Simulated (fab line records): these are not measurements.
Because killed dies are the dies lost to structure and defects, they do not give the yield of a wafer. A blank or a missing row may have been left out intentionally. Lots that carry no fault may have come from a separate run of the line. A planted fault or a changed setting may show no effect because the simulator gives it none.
Which tool was responsible? -- flow nand-harc -- 24 lots, 72 wafers sampled, at 6 steps of a route of 1302

## WHAT THE GAUGES READ, wafer by wafer
NHARC_P_BONDPAD_CD_MEAS_09: the cd target is 500 nm. Usual: 501 nm for cd-nm, sd 3.8.
lot,measured,on,cd-nm (nm),flag
L075,day 7 03:22,cd-sem-02,499 498 497,
L074,day 7 04:08,cd-sem-02,507 506 505,
L076,day 7 15:44,cd-sem-01,500 502 502,
L077,day 8 08:32,cd-sem-01,496 496 495,
L078,day 8 13:29,cd-sem-03,501 494 496,
L079,day 8 19:19,cd-sem-03,502 503 499,
L080,day 9 03:29,cd-sem-01,499 497 498,
L081,day 9 10:07,cd-sem-03,507 506 506,
L082,day 9 20:53,cd-sem-03,500 499 499,
L083,day 10 09:35,cd-sem-01,496 494 496,
L084,day 10 21:00,cd-sem-03,507 506 505,
L085,day 11 04:19,cd-sem-02,496 496 499,
L086,day 11 10:49,cd-sem-03,505 507 506,
L087,day 12 14:38,cd-sem-01,504 502 505,
L089,day 12 15:38,cd-sem-02,506 501 505,
L088,day 12 17:19,cd-sem-03,507 503 502,
L090,day 13 10:24,cd-sem-01,502 506 499,
L091,day 13 14:56,cd-sem-01,496 502 500,
L092,day 14 00:49,cd-sem-01,501 502 501,
L093,day 14 09:37,cd-sem-03,503 504 498,
L094,day 15 04:29,cd-sem-02,497 502 498,
L095,day 15 09:17,cd-sem-02,503 501 501,
L096,day 15 14:01,cd-sem-01,496 499 496,
L097,day 16 04:40,cd-sem-02,506 506 504,

NHARC_A_ZERO_WELL_INSPECT_17. Usual: 10 for raw-defect-count, sd 6.4.
lot,measured,on,raw-defect-count,flag
L075,day 7 08:47,defect-inspect-02,17 19 8,
L074,day 7 10:06,defect-inspect-01,19 12 7,
L076,day 8 02:04,defect-inspect-02,15 16 24,
L077,day 8 13:57,defect-inspect-01,10 9 7,
L078,day 8 19:03,defect-inspect-02,26 6 7,
L079,day 9 00:50,defect-inspect-01,10 5 3,
L080,day 9 08:55,defect-inspect-02,10 7 0,
L081,day 9 15:47,defect-inspect-01,12 7 8,
L082,day 10 02:41,defect-inspect-01,18 8 8,
L083,day 10 15:01,defect-inspect-01,4 4 0,
L084,day 11 02:34,defect-inspect-02,8 23 13,
L085,day 11 09:43,defect-inspect-02,8 6 11,
L086,day 11 16:24,defect-inspect-02,5 7 3,
L087,day 12 20:13,defect-inspect-01,9 7 3,
L089,day 12 21:13,defect-inspect-01,12 19 17,
L088,day 12 22:44,defect-inspect-01,8 4 5,
L090,day 13 15:57,defect-inspect-01,7 8 7,
L091,day 13 20:30,defect-inspect-01,11 10 11,
L092,day 14 06:24,defect-inspect-02,26 23 33,
L093,day 14 15:10,defect-inspect-01,5 1 4,
L094,day 15 10:12,defect-inspect-02,7 6 8,
L095,day 15 14:40,defect-inspect-02,15 8 5,
L096,day 15 19:36,defect-inspect-02,7 9 11,
L097,day 16 13:10,defect-inspect-02,25 4 9,

NHARC_A_CHANNEL_HOLE_D1_CD_MEAS_30. Usual: 89.8 nm for cd-nm, sd 1.8.
lot,measured,on,cd-nm (nm),flag
L075,day 9 12:49,cd-sem-03,88.2 86.9 88.3,
L074,day 9 14:14,cd-sem-01,89.9 88.9 90.3,
L076,day 10 03:56,cd-sem-02,89.9 88.6 87.4,
L077,day 10 11:06,cd-sem-02,88.8 92.0 88.1,
L078,day 10 12:17,cd-sem-03,93.4 90.9 94.4,
L079,day 10 20:13,cd-sem-03,93.9 89.3 90.9,
L080,day 11 04:25,cd-sem-01,89.8 89.0 89.6,
L081,day 11 15:23,cd-sem-03,91.6 90.5 91.1,
L082,day 12 06:44,cd-sem-02,91.2 90.5 88.9,
L083,day 12 14:53,cd-sem-02,89.8 91.4 89.8,
L084,day 12 21:47,cd-sem-03,88.2 86.4 88.5,
L085,day 13 06:15,cd-sem-03,91.9 89.3 88.2,
L086,day 13 14:59,cd-sem-03,92.3 90.6 89.1,
L087,day 14 23:37,cd-sem-02,87.5 90.7 89.9,
L089,day 14 19:28,cd-sem-03,89.6 88.8 85.1,
L088,day 14 21:38,cd-sem-03,91.8 91.5 88.8,
L090,day 15 16:28,cd-sem-03,89.5 91.6 90.4,
L091,day 15 20:37,cd-sem-03,90.4 88.7 89.3,
L092,day 16 03:35,cd-sem-03,87.0 87.1 88.0,
L093,day 16 10:08,cd-sem-02,92.0 93.3 88.6,
L094,day 17 10:13,cd-sem-03,87.6 90.6 89.4,
L095,day 17 14:24,cd-sem-01,91.1 92.7 89.9,
L096,day 17 19:21,cd-sem-02,88.8 90.1 88.5,
L097,day 18 10:15,cd-sem-02,88.9 90.2 92.7,

## TOOL THAT RAN EACH LOT (tool first, then ch and the chambers of the sampled wafers, then the start)
lot,NHARC_P_BONDPAD_DEGAS_25,NHARC_A_ZERO_WELL_DESCUM_12,NHARC_A_CHANNEL_HOLE_D1_ETCH_26
L075,"pvd-sputter-01, day 7 04:33","rie-diel-08 ch 0,3, day 7 07:29","har-etch-01 ch 0,1, day 9 10:58"
L074,"pvd-sputter-03, day 7 05:17","rie-diel-08 ch 2,3, day 7 08:24","har-etch-02 ch 0,1, day 9 12:22"
L076,"pvd-sputter-03, day 7 20:50","rie-diel-08 ch 1,2,3, day 8 00:47","har-etch-01 ch 0,1, day 10 02:12"
L077,"pvd-sputter-01, day 8 09:41","rie-diel-08 ch 0,1,2, day 8 12:38","har-etch-02 ch 0,1, day 10 09:23"
L078,"pvd-sputter-02, day 8 14:38","rie-diel-08 ch 2,3, day 8 17:44","har-etch-01 ch 0,1, day 10 10:35"
L079,"pvd-sputter-02, day 8 20:28","rie-diel-12 ch 0,1,2, day 8 23:28","har-etch-01 ch 0,1, day 10 18:29"
L080,"pvd-sputter-03, day 9 04:38","rie-diel-12 ch 1,2,3, day 9 07:37","har-etch-02 ch 0,1, day 11 02:40"
L081,"pvd-sputter-01, day 9 11:18","rie-diel-03 ch 0,3, day 9 14:25","har-etch-01 ch 0,1, day 11 13:41"
L082,"pvd-sputter-03, day 9 22:03","rie-diel-08 ch 0,1,3, day 10 01:13","har-etch-01 ch 0,1, day 12 04:58"
L083,"pvd-sputter-02, day 10 10:45","rie-diel-08 ch 1,2, day 10 13:43","har-etch-02 ch 0,1, day 12 13:08"
L084,"pvd-sputter-02, day 10 22:11","rie-diel-08 ch 0,1,2, day 11 01:16","har-etch-02 ch 0,1, day 12 20:05"
L085,"pvd-sputter-01, day 11 05:28","rie-diel-12 ch 0,2,3, day 11 08:26","har-etch-02 ch 0, day 13 04:32"
L086,"pvd-sputter-01, day 11 11:59","rie-diel-08 ch 1,2,3, day 11 15:07","har-etch-01 ch 0,1, day 13 13:12"
L087,"pvd-sputter-01, day 12 15:48","rie-diel-12 ch 1,2,3, day 12 18:53","har-etch-02 ch 0,1, day 14 21:53"
L089,"pvd-sputter-03, day 12 16:48","rie-diel-08 ch 0,1,3, day 12 19:55","har-etch-02 ch 0,1, day 14 17:44"
L088,"pvd-sputter-03, day 12 18:28","rie-diel-08 ch 1,3, day 12 21:25","har-etch-01 ch 0,1, day 14 19:55"
L090,"pvd-sputter-03, day 13 11:33","rie-diel-12 ch 0,1,2, day 13 14:39","har-etch-02 ch 0,1, day 15 14:46"
L091,"pvd-sputter-01, day 13 16:07","rie-diel-12 ch 0,3, day 13 19:10","har-etch-02 ch 0,1, day 15 18:53"
L092,"pvd-sputter-01, day 14 01:59","rie-diel-08 ch 0,2,3, day 14 05:07","har-etch-02 ch 0,1, day 16 01:44"
L093,"pvd-sputter-03, day 14 10:48","rie-diel-08 ch 0,3, day 14 13:52","har-etch-02 ch 0,1, day 16 08:26"
L094,"pvd-sputter-02, day 15 05:38","rie-diel-08 ch 1,2, day 15 08:47","har-etch-01 ch 0, day 17 08:29"
L095,"pvd-sputter-02, day 15 10:26","rie-diel-12 ch 1,2,3, day 15 13:23","har-etch-01 ch 0,1, day 17 12:39"
L096,"pvd-sputter-02, day 15 15:10","rie-diel-12 ch 1,2,3, day 15 18:16","har-etch-02 ch 0,1, day 17 17:37"
L097,"pvd-sputter-03, day 16 05:52","rie-diel-03 ch 2,3, day 16 11:45","har-etch-01 ch 0,1, day 18 08:23"
- NHARC_P_BONDPAD_DEGAS_25: time 60 s.
- NHARC_A_ZERO_WELL_DESCUM_12: chemistry O2, time 3 s.
- NHARC_A_CHANNEL_HOLE_D1_ETCH_26: etches the open film in C4F8/O2/Ar, time 224.1 s, target depth 300 nm.

## WHAT THE TOOLS THEMSELVES READ (means of the sampled wafers that have a number; where no wafer has one, the mark that the record gives instead)
NHARC_P_BONDPAD_DEGAS_25. Usual: 472 W for heater-power-w, sd 60.
lot,tool,heater-power-w (W),flag
L075,pvd-sputter-01,466,
L074,pvd-sputter-03,468,
L076,pvd-sputter-03,468,
L077,pvd-sputter-01,462,
L078,pvd-sputter-02,448,
L079,pvd-sputter-02,441,
L080,pvd-sputter-03,467,
L081,pvd-sputter-01,481,
L082,pvd-sputter-03,464,
L083,pvd-sputter-02,415,
L084,pvd-sputter-02,478,
L085,pvd-sputter-01,460,
L086,pvd-sputter-01,453,
L087,pvd-sputter-01,468,
L089,pvd-sputter-03,534,
L088,pvd-sputter-03,551,
L090,pvd-sputter-03,540,
L091,pvd-sputter-01,469,
L092,pvd-sputter-01,486,
L093,pvd-sputter-03,507,
L094,pvd-sputter-02,419,
L095,pvd-sputter-02,429,
L096,pvd-sputter-02,452,
L097,pvd-sputter-03,461,

NHARC_A_ZERO_WELL_DESCUM_12. Usual: drypump-motor-current-A 5.7 A, standard deviation 0.4; oes-product-au 1.000 a.u., standard deviation 0.012; rf-vpp-V 57.6 V, standard deviation 0.93; showerhead-plenum-p-Torr 1.87 Torr, standard deviation 0.083; throttle-valve-pct 11.311 %, standard deviation 0.0086.
lot,tool,drypump-motor-current-A (A),oes-product-au (a.u.),rf-vpp-V (V),showerhead-plenum-p-Torr (Torr),throttle-valve-pct (%),flag
L075,rie-diel-08,6.1,1.005,57.4,1.86,11.307,
L074,rie-diel-08,5.7,0.988,57.5,1.92,11.312,
L076,rie-diel-08,5.6,1.000,58.2,1.89,11.312,
L077,rie-diel-08,5.7,1.005,55.8,1.82,11.305,
L078,rie-diel-08,5.8,0.999,58.5,1.96,11.317,
L079,rie-diel-12,5.5,1.009,57.8,1.85,11.305,
L080,rie-diel-12,5.9,1.003,58.0,1.90,11.310,
L081,rie-diel-03,5.9,0.997,58.1,1.86,11.306,
L082,rie-diel-08,5.8,0.999,57.6,1.86,11.317,
L083,rie-diel-08,5.5,0.992,57.9,1.84,11.313,
L084,rie-diel-08,5.7,0.995,57.5,1.82,11.313,
L085,rie-diel-12,5.5,1.010,58.0,1.88,11.307,
L086,rie-diel-08,5.6,1.000,58.0,1.89,11.316,
L087,rie-diel-12,5.8,1.018,57.3,1.90,11.319,
L089,rie-diel-08,5.8,1.000,56.6,1.86,11.320,
L088,rie-diel-08,5.4,1.006,57.8,1.86,11.308,
L090,rie-diel-12,5.5,1.011,57.8,1.85,11.313,
L091,rie-diel-12,5.6,1.002,58.6,1.94,11.310,
L092,rie-diel-08,5.9,0.991,57.6,1.89,11.317,
L093,rie-diel-08,6.0,0.982,58.7,1.93,11.304,
L094,rie-diel-08,5.5,1.005,57.7,1.84,11.313,
L095,rie-diel-12,5.8,1.004,57.2,1.89,11.316,
L096,rie-diel-12,5.8,1.000,57.8,1.89,11.320,
L097,rie-diel-03,5.9,0.995,57.8,1.89,11.311,

NHARC_A_CHANNEL_HOLE_D1_ETCH_26. Usual: bias-v 300 V, standard deviation 3.2; c4f8-flow-sccm 11.40 sccm, standard deviation 0.032; drypump-motor-current-A 5.3 A, standard deviation 0.47; showerhead-plenum-p-Torr 3.67 Torr, standard deviation 0.1; temp-c -20.00 C, standard deviation 0.092; throttle-valve-pct 24.584 %, standard deviation 0.0095.
lot,tool,bias-v (V),c4f8-flow-sccm (sccm),drypump-motor-current-A (A),showerhead-plenum-p-Torr (Torr),temp-c (C),throttle-valve-pct (%),flag
L075,har-etch-01,303,11.41,5.3,3.60,-19.96,24.589,
L074,har-etch-02,301,11.43,5.2,3.72,-19.98,24.579,
L076,har-etch-01,300,11.43,5.3,3.60,-19.95,24.576,
L077,har-etch-02,298,11.42,5.3,3.71,-19.96,24.582,
L078,har-etch-01,301,11.38,5.3,3.59,-20.06,24.589,
L079,har-etch-01,301,11.40,5.3,3.59,-19.96,24.573,
L080,har-etch-02,302,11.39,5.5,3.75,-20.03,24.589,
L081,har-etch-01,298,11.37,5.1,3.64,-20.10,24.594,
L082,har-etch-01,300,11.42,5.1,3.63,-20.12,24.580,
L083,har-etch-02,300,11.37,5.5,3.74,-20.12,24.588,
L084,har-etch-02,301,11.37,5.2,3.69,-19.91,24.583,
L085,har-etch-02,302,11.42,4.9,3.65,-19.93,24.582,
L086,har-etch-01,301,11.39,5.3,3.57,-20.03,24.582,
L087,har-etch-02,301,11.38,5.2,3.68,-20.07,24.581,
L089,har-etch-02,300,11.38,5.5,3.73,-20.02,24.583,
L088,har-etch-01,299,11.36,5.1,3.61,-19.99,24.583,
L090,har-etch-02,298,11.40,5.2,3.67,-19.86,24.583,
L091,har-etch-02,301,11.39,5.6,3.72,-19.99,24.587,
L092,har-etch-02,296,11.41,5.6,3.71,-19.98,24.583,
L093,har-etch-02,299,11.37,5.6,3.71,-20.06,24.577,
L094,har-etch-01,301,11.41,5.6,3.49,-19.96,24.586,
L095,har-etch-01,296,11.42,5.3,3.54,-19.95,24.582,
L096,har-etch-02,301,11.35,5.2,3.91,-19.93,24.575,
L097,har-etch-01,304,11.38,5.1,3.58,-20.06,24.592,

## THE ANSWER, worked out from the rows above alone
Rule: lot off if the mean of its wafers having a number is beyond 3 standard deviations from the usual mean. Also off: a lot with no number at a reading for which 4 or more lots have one. The other lots that the step has rows for count as sound. First the gauges in route order, then the tools' own readings, where a lot's mean is used as printed above. At the first step where some lot is off, the reading lying furthest off is the one used; lots without a number count as furthest.
Across all readings shown, no lot is off: no conclusion can be drawn from this.

## WHAT WAS PUT IN BY THE SIMULATOR
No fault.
